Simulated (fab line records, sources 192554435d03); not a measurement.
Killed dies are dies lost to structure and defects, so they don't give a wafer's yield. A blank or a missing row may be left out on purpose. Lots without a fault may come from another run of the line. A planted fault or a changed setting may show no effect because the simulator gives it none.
Which tool did it? | flow n5_finfet | 10 lots, 30 wafers sampled, at 5 steps of a route of 1938

WHAT THE GAUGES READ, wafer by wafer
N5_BEOL_M12_THK_MEAS_50: measures by xrf. Usual: M12_THK 317 nm, standard deviation 4.6.
lot  | measured     | on            | M12_THK (nm) | flag
L656 | day 11 04:02 | film_metro-02 | 316 315 316  |
L658 | day 11 19:31 | film_metro-02 | 318 323 315  |
L661 | day 12 10:57 | film_metro-02 | 317 319 318  |
L666 | day 13 05:09 | film_metro-01 | 327 321 317  |
L667 | day 14 00:19 | film_metro-02 | 311 320 309  |
L671 | day 14 13:25 | film_metro-02 | 322 328 317  |
L676 | day 16 09:20 | film_metro-01 | 311 313 317  |
L673 | day 16 10:01 | film_metro-01 | 316 319 313  |
L677 | day 16 11:52 | film_metro-01 | 314 312 322  |
L678 | day 16 18:44 | film_metro-02 | 316 323 318  |

WHICH TOOL RAN EACH LOT (tool, then ch and the chambers of the sampled wafers, then the start)
lot  | N5_BEOL_M12_TRENCH_ETCH_34         | N5_BEOL_M12_STRIP_37                 | N5_BEOL_M12_SPUTTER_44       | N5_BEOL_M12_CMP_49
L656 | rie_diel-02 ch 2,3, day 11 00:36   | plasma_asher-01 ch 0,1, day 11 00:47 | pvd_sputter-02, day 11 02:49 | cmp-02 ch 1,2, day 11 03:44
L658 | rie_diel-04 ch 0,1,2, day 11 16:16 | plasma_asher-01 ch 0,1, day 11 16:28 | pvd_sputter-03, day 11 18:10 | cmp-02 ch 0,1,3, day 11 19:15
L661 | rie_diel-02 ch 0,2, day 12 07:13   | plasma_asher-02 ch 0,1, day 12 07:25 | pvd_sputter-03, day 12 09:18 | cmp-02 ch 1,2,3, day 12 10:39
L666 | rie_diel-04 ch 1,2,3, day 13 02:08 | plasma_asher-01 ch 0, day 13 02:20   | pvd_sputter-02, day 13 04:04 | cmp-01 ch 1,3, day 13 04:51
L667 | rie_diel-03 ch 1,3, day 13 20:43   | plasma_asher-01 ch 0,1, day 13 20:55 | pvd_sputter-02, day 13 23:23 | cmp-02 ch 0,1,2, day 14 00:01
L671 | rie_diel-03 ch 0,1, day 14 11:29   | plasma_asher-02 ch 0,1, day 14 11:41 | pvd_sputter-03, day 14 12:25 | cmp-03 ch 1,2,3, day 14 13:11
L676 | rie_diel-03 ch 1,2,3, day 16 04:13 | plasma_asher-01 ch 0,1, day 16 04:25 | pvd_sputter-03, day 16 08:24 | cmp-03 ch 0,1,3, day 16 09:04
L673 | rie_diel-02 ch 0,1,2, day 16 04:52 | plasma_asher-01 ch 0,1, day 16 05:03 | pvd_sputter-03, day 16 09:05 | cmp-02 ch 0,2,3, day 16 09:44
L677 | rie_diel-02 ch 0,1,2, day 16 06:33 | plasma_asher-02 ch 0,1, day 16 06:46 | pvd_sputter-02, day 16 10:52 | cmp-03 ch 2,3, day 16 11:34
L678 | rie_diel-03 ch 0,3, day 16 16:43   | plasma_asher-02 ch 0,1, day 16 16:55 | pvd_sputter-02, day 16 17:47 | cmp-02 ch 0,1,2, day 16 18:28
- N5_BEOL_M12_TRENCH_ETCH_34: etches SiOC in C4F8/O2/Ar, target depth 318.95 nm, time 125.5 s.
- N5_BEOL_M12_STRIP_37: strips in N2/H2.
- N5_BEOL_M12_SPUTTER_44: material Ta, target thk 10 nm, time 16.13 s.
- N5_BEOL_M12_CMP_49: polishes, stops on SiOC, t overpolish 20.6 s, target thk 320 nm.

WHAT THE TOOLS THEMSELVES READ (means of the sampled wafers that have a number; where no wafer has one, the mark that the record gives instead)
N5_BEOL_M12_TRENCH_ETCH_34. Usual: bias_w 700.0 W, standard deviation 2; drypump_motor_current_A 6.0 A, standard deviation 0.35; he_inner_torr 14.99 Torr, standard deviation 0.03; oes_product_au 0.80 a.u., standard deviation 0.095; rf_vpp_V 665 V, standard deviation 3.1; showerhead_plenum_p_Torr 3.39 Torr, standard deviation 0.11; throttle_valve_pct 24.13 %, standard deviation 0.21.
lot  | tool        | bias_w (W) | drypump_motor_current_A (A) | he_inner_torr (Torr) | oes_product_au (a.u.) | rf_vpp_V (V) | showerhead_plenum_p_Torr (Torr) | throttle_valve_pct (%) | flag
L656 | rie_diel-02 | 700.3      | 5.6                         | 14.99                | 0.82                  | 667          | 3.51                            | 24.32                  |
L658 | rie_diel-04 | 699.4      | 6.1                         | 15.01                | 0.80                  | 666          | 3.43                            | 23.97                  |
L661 | rie_diel-02 | 700.5      | 6.0                         | 14.98                | 0.75                  | 667          | 3.44                            | 24.12                  |
L666 | rie_diel-04 | 699.0      | 5.8                         | 14.99                | 0.87                  | 665          | 3.36                            | 24.01                  |
L667 | rie_diel-03 | 700.2      | 6.1                         | 14.96                | 0.77                  | 662          | 3.28                            | 24.37                  |
L671 | rie_diel-03 | 701.5      | 6.4                         | 15.05                | 0.87                  | 663          | 3.31                            | 24.08                  |
L676 | rie_diel-03 | 699.1      | 6.1                         | 14.99                | 0.88                  | 666          | 3.46                            | 24.17                  |
L673 | rie_diel-02 | 700.7      | 6.1                         | 15.00                | 0.78                  | 665          | 3.39                            | 24.09                  |
L677 | rie_diel-02 | 699.7      | 6.1                         | 15.02                | 0.78                  | 664          | 3.39                            | 24.09                  |
L678 | rie_diel-03 | 701.3      | 6.0                         | 14.99                | 0.79                  | 664          | 3.37                            | 24.14                  |

N5_BEOL_M12_STRIP_37. Usual: drypump_motor_current_A 5.4 A, standard deviation 0.53; heater_power_w 319 W, standard deviation 19; oes_product_au 0.790 a.u., standard deviation 0.01.
lot  | tool            | drypump_motor_current_A (A) | heater_power_w (W) | oes_product_au (a.u.) | flag
L656 | plasma_asher-01 | 6.1                         | 328                | 0.796                 |
L658 | plasma_asher-01 | 5.7                         | 338                | 0.811                 |
L661 | plasma_asher-02 | 5.0                         | 306                | 0.786                 |
L666 | plasma_asher-01 | 5.4                         | 356                | 0.789                 |
L667 | plasma_asher-01 | 5.7                         | 336                | 0.787                 |
L671 | plasma_asher-02 | 5.2                         | 316                | 0.795                 |
L676 | plasma_asher-01 | 6.1                         | 328                | 0.783                 |
L673 | plasma_asher-01 | 6.1                         | 334                | 0.798                 |
L677 | plasma_asher-02 | 5.0                         | 305                | 0.789                 |
L678 | plasma_asher-02 | 5.1                         | 308                | 0.799                 |

N5_BEOL_M12_SPUTTER_44. Usual: chamber_pressure_pa 0.07002 Pa, standard deviation 0.00014; throttle_valve_pct 30.0 %, standard deviation 1.3.
lot  | tool           | chamber_pressure_pa (Pa) | throttle_valve_pct (%) | flag
L656 | pvd_sputter-02 | 0.07002                  | 29.0                   |
L658 | pvd_sputter-03 | 0.07011                  | 30.6                   |
L661 | pvd_sputter-03 | 0.07004                  | 30.2                   |
L666 | pvd_sputter-02 | 0.07008                  | 29.8                   |
L667 | pvd_sputter-02 | 0.06999                  | 30.6                   |
L671 | pvd_sputter-03 | 0.06991                  | 30.8                   |
L676 | pvd_sputter-03 | 0.07007                  | 31.2                   |
L673 | pvd_sputter-03 | 0.06995                  | 30.5                   |
L677 | pvd_sputter-02 | 0.07002                  | 29.7                   |
L678 | pvd_sputter-02 | 0.07000                  | 29.8                   |

N5_BEOL_M12_CMP_49. Usual: barrier_field_endpoint_s 30.4 s, standard deviation 0.73; head_pressure_psi 1.0002 psi, standard deviation 0.0022; motor_current_A 5.9 A, standard deviation 0.46; retaining_ring_pressure_frac 1.000, standard deviation 0.005.
lot  | tool   | barrier_field_endpoint_s (s) | head_pressure_psi (psi) | motor_current_A (A) | retaining_ring_pressure_frac | flag
L656 | cmp-02 | 29.9                         | 1.0017                  | 5.8                 | 1.004                        |
L658 | cmp-02 | 30.0                         | 1.0004                  | 5.6                 | 0.994                        |
L661 | cmp-02 | 30.7                         | 0.9982                  | 5.7                 | 0.998                        |
L666 | cmp-01 | 30.3                         | 0.9998                  | 6.3                 | 1.000                        |
L667 | cmp-02 | 30.1                         | 0.9999                  | 6.0                 | 1.003                        |
L671 | cmp-03 | 30.2                         | 0.9991                  | 5.9                 | 1.002                        |
L676 | cmp-03 | 29.5                         | 0.9994                  | 5.9                 | 0.996                        |
L673 | cmp-02 | 29.7                         | 0.9990                  | 6.0                 | 1.001                        |
L677 | cmp-03 | 30.9                         | 1.0025                  | 5.6                 | 0.998                        |
L678 | cmp-02 | 30.4                         | 0.9988                  | 5.9                 | 0.996                        |

THE ANSWER, worked out from the rows above alone
Rule: a lot is off if the mean of its wafers that have a number lies more than 3 standard deviations from the usual mean. A lot without any number at a reading at which 4 lots or more have one is off too. The other lots that the step has rows for count as sound. The gauges are gone through in route order, then the tools' own readings, and for those a lot's mean is taken as printed above. The first step at which some lot is off is used, and at that step the reading that is off furthest; a lot without a number counts as furthest.
No lot is off at any reading shown: from this, nothing can be told.

WHAT THE SIMULATOR HAD PUT IN
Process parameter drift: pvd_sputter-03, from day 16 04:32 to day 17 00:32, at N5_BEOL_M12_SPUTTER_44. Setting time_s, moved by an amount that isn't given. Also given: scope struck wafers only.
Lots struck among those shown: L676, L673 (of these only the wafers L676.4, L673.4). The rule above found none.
